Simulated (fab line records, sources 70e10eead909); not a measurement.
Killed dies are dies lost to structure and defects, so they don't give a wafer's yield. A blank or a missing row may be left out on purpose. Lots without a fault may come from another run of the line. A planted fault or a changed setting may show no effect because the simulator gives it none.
Which tool did it? | flow nand_harc | 12 lots, 36 wafers sampled, at 4 steps of a route of 1302

WHAT THE GAUGES READ, wafer by wafer
The record holds no reading of a measuring or inspecting step that can be judged against a usual standard deviation.

WHICH TOOL RAN EACH LOT (tool, then ch and the chambers of the sampled wafers, then the start)
lot  | NHARC_A_STAIRCASE_ETCH_194         | NHARC_A_STAIRCASE_ETCH_197     | NHARC_A_STAIRCASE_TRIM_198     | NHARC_A_STAIRCASE_ETCH_201
L586 | rie_diel-01 ch 0,1,3, day 16 02:49 | rie_diel-08 ch 1,3, no start   | rie_diel-08 ch 1,3, no start   | rie_diel-08 ch 0,2,3, no start
L584 | rie_diel-01 ch 0,1,2, day 16 15:48 | rie_diel-01 ch 2,3, no start   | rie_diel-01 ch 0,2, no start   | rie_diel-01 ch 0,1,2, no start
L588 | rie_diel-11 ch 2,3, day 17 03:52   | rie_diel-11 ch 0,3, no start   | rie_diel-11 ch 2,3, no start   | rie_diel-11 ch 0,2,3, no start
L590 | rie_diel-11 ch 1,2,3, day 17 21:49 | rie_diel-11 ch 0,2,3, no start | rie_diel-11 ch 0,1,2, no start | rie_diel-11 ch 0,2,3, no start
L595 | rie_diel-01 ch 0,1,3, day 20 14:01 | rie_diel-11 ch 0,1,3, no start | rie_diel-11 ch 2,3, no start   | rie_diel-11 ch 1,2,3, no start
L596 | rie_diel-01 ch 1,2,3, day 20 15:11 | rie_diel-01 ch 0,1,3, no start | rie_diel-01 ch 1,2,3, no start | rie_diel-01 ch 1,2, no start
L602 | rie_diel-08 ch 0,1,2, day 23 00:02 | rie_diel-11 ch 0,3, no start   | rie_diel-11 ch 1,2,3, no start | rie_diel-11 ch 0,1,2, no start
L603 | rie_diel-11 ch 0,1,3, day 23 18:01 | rie_diel-11 ch 1,2,3, no start | rie_diel-11 ch 0,1, no start   | rie_diel-11 ch 0,2, no start
L604 | rie_diel-11 ch 1,2,3, day 23 21:10 | rie_diel-11 ch 0,1,3, no start | rie_diel-11 ch 0,1,2, no start | rie_diel-11 ch 0,1,2, no start
L607 | rie_diel-01 ch 1,3, day 25 04:26   | rie_diel-11 ch 0,2,3, no start | rie_diel-11 ch 0,2,3, no start | rie_diel-11 ch 0,2,3, no start
L606 | rie_diel-08 ch 0,2,3, day 25 04:49 | rie_diel-01 ch 1,2, no start   | rie_diel-01 ch 1,2,3, no start | rie_diel-01 ch 1,2, no start
L605 | rie_diel-11 ch 0,2,3, day 25 10:23 | rie_diel-08 ch 0,1,3, no start | rie_diel-08 ch 0,1,3, no start | rie_diel-08 ch 1,2,3, no start
- NHARC_A_STAIRCASE_ETCH_194: etches the open film in C4F8/O2, target depth 100 nm, time 40.5 s.
- NHARC_A_STAIRCASE_ETCH_197: etches the open film in C4F8/O2, target depth 100 nm, time 40.5 s.
- NHARC_A_STAIRCASE_TRIM_198: chemistry O2, time 211.2 s.
- NHARC_A_STAIRCASE_ETCH_201: etches the open film in C4F8/O2, target depth 100 nm, time 40.5 s.

WHAT THE TOOLS THEMSELVES READ (means of the sampled wafers that have a number; where no wafer has one, the mark that the record gives instead)
NHARC_A_STAIRCASE_ETCH_194.
lot  | tool        | oes_product_au (a.u.) | rf_fwd_power_W (W) | rf_vpp_V (V)
L586 | rie_diel-01 | 0.943                 | 591.0              | 892
L584 | rie_diel-01 | 0.943                 | 590.4              | 891
L588 | rie_diel-11 | 0.960                 | 593.5              | 901
L590 | rie_diel-11 | 0.947                 | 592.5              | 900
L595 | rie_diel-01 | 0.922                 | 558.3              | 899
L596 | rie_diel-01 | 0.925                 | 560.7              | 892
L602 | rie_diel-08 | 0.954                 | 591.6              | 898
L603 | rie_diel-11 | 0.942                 | 590.1              | 897
L604 | rie_diel-11 | 0.946                 | 592.4              | 899
L607 | rie_diel-01 | 0.945                 | 593.5              | 895
L606 | rie_diel-08 | 0.961                 | 590.6              | 895
L605 | rie_diel-11 | 0.950                 | 590.5              | 898

NHARC_A_STAIRCASE_ETCH_197.
lot  | tool        | oes_product_au (a.u.) | rf_fwd_power_W (W) | rf_vpp_V (V)
L586 | rie_diel-08 | 0.948                 | 591                | 899
L584 | rie_diel-01 | 0.949                 | 594                | 891
L588 | rie_diel-11 | 0.956                 | 592                | 900
L590 | rie_diel-11 | 0.953                 | 590                | 900
L595 | rie_diel-11 | 0.928                 | 590                | 899
L596 | rie_diel-01 | 0.938                 | 592                | 898
L602 | rie_diel-11 | 0.966                 | 591                | 901
L603 | rie_diel-11 | 0.953                 | 593                | 899
L604 | rie_diel-11 | 0.955                 | 591                | 897
L607 | rie_diel-11 | 0.979                 | 590                | 899
L606 | rie_diel-01 | 0.990                 | 592                | 900
L605 | rie_diel-08 | 0.975                 | 590                | 896

NHARC_A_STAIRCASE_TRIM_198.
lot  | tool        | drypump_motor_current_A (A) | oes_product_au (a.u.) | rf_vpp_V (V) | showerhead_plenum_p_Torr (Torr) | throttle_valve_pct (%)
L586 | rie_diel-08 | 5.8                         | 0.990                 | 57.8         | 3.55                            | 17.034
L584 | rie_diel-01 | 5.7                         | 1.012                 | 57.6         | 3.28                            | 17.040
L588 | rie_diel-11 | 5.3                         | 1.022                 | 58.6         | 3.66                            | 17.033
L590 | rie_diel-11 | 5.7                         | 1.006                 | 59.2         | 3.56                            | 17.031
L595 | rie_diel-11 | 5.4                         | 1.006                 | 58.2         | 3.64                            | 17.038
L596 | rie_diel-01 | 5.9                         | 1.006                 | 57.3         | 3.42                            | 17.046
L602 | rie_diel-11 | 5.2                         | 1.008                 | 58.2         | 3.59                            | 17.035
L603 | rie_diel-11 | 6.1                         | 1.007                 | 57.2         | 3.52                            | 17.035
L604 | rie_diel-11 | 5.7                         | 1.002                 | 58.1         | 3.54                            | 17.035
L607 | rie_diel-11 | 5.8                         | 1.013                 | 57.8         | 3.61                            | 17.034
L606 | rie_diel-01 | 5.9                         | 1.005                 | 57.3         | 3.58                            | 17.035
L605 | rie_diel-08 | 5.6                         | 1.011                 | 58.5         | 3.54                            | 17.035

NHARC_A_STAIRCASE_ETCH_201.
lot  | tool        | oes_product_au (a.u.) | rf_fwd_power_W (W) | rf_vpp_V (V)
L586 | rie_diel-08 | 0.937                 | 589.7              | 895
L584 | rie_diel-01 | 0.942                 | 589.2              | 891
L588 | rie_diel-11 | 0.944                 | 592.3              | 900
L590 | rie_diel-11 | 0.950                 | 591.1              | 900
L595 | rie_diel-11 | 0.942                 | 593.6              | 899
L596 | rie_diel-01 | 0.963                 | 590.5              | 894
L602 | rie_diel-11 | 0.955                 | 589.6              | 897
L603 | rie_diel-11 | 0.951                 | 588.9              | 896
L604 | rie_diel-11 | 0.950                 | 589.7              | 897
L607 | rie_diel-11 | 0.961                 | 593.4              | 899
L606 | rie_diel-01 | 0.965                 | 590.3              | 900
L605 | rie_diel-08 | 0.955                 | 588.4              | 895

THE ANSWER, worked out from the rows above alone
Rule: what is usual is taken from the lots themselves. Put in order of their means at a reading, lots are off if they are a third of the lots or fewer, leave a main group of 4 or more, and stand apart from it by a gap of 3 or more times the standard deviation of the main group's means; of several such gaps the widest counts. A main group whose means are all the same, to the digits that the tables above print for the reading, isn't used. A lot without any number at a reading at which 4 lots or more have one is off too. The other lots that the step has rows for count as sound. The gauges are gone through in route order, then the tools' own readings, and for those a lot's mean is taken as printed above. The first step at which some lot is off is used, and at that step the reading that is off furthest; a lot without a number counts as furthest.
Off: L595, L596, at NHARC_A_STAIRCASE_ETCH_194 (rf_fwd_power_W). The main group: mean 591.6 W, standard deviation 1.2.
A tool fits if, at that step or a process step before it, it ran every lot that is off, and no sound lot after the first of them. None of those tried fits.

WHAT THE SIMULATOR HAD PUT IN
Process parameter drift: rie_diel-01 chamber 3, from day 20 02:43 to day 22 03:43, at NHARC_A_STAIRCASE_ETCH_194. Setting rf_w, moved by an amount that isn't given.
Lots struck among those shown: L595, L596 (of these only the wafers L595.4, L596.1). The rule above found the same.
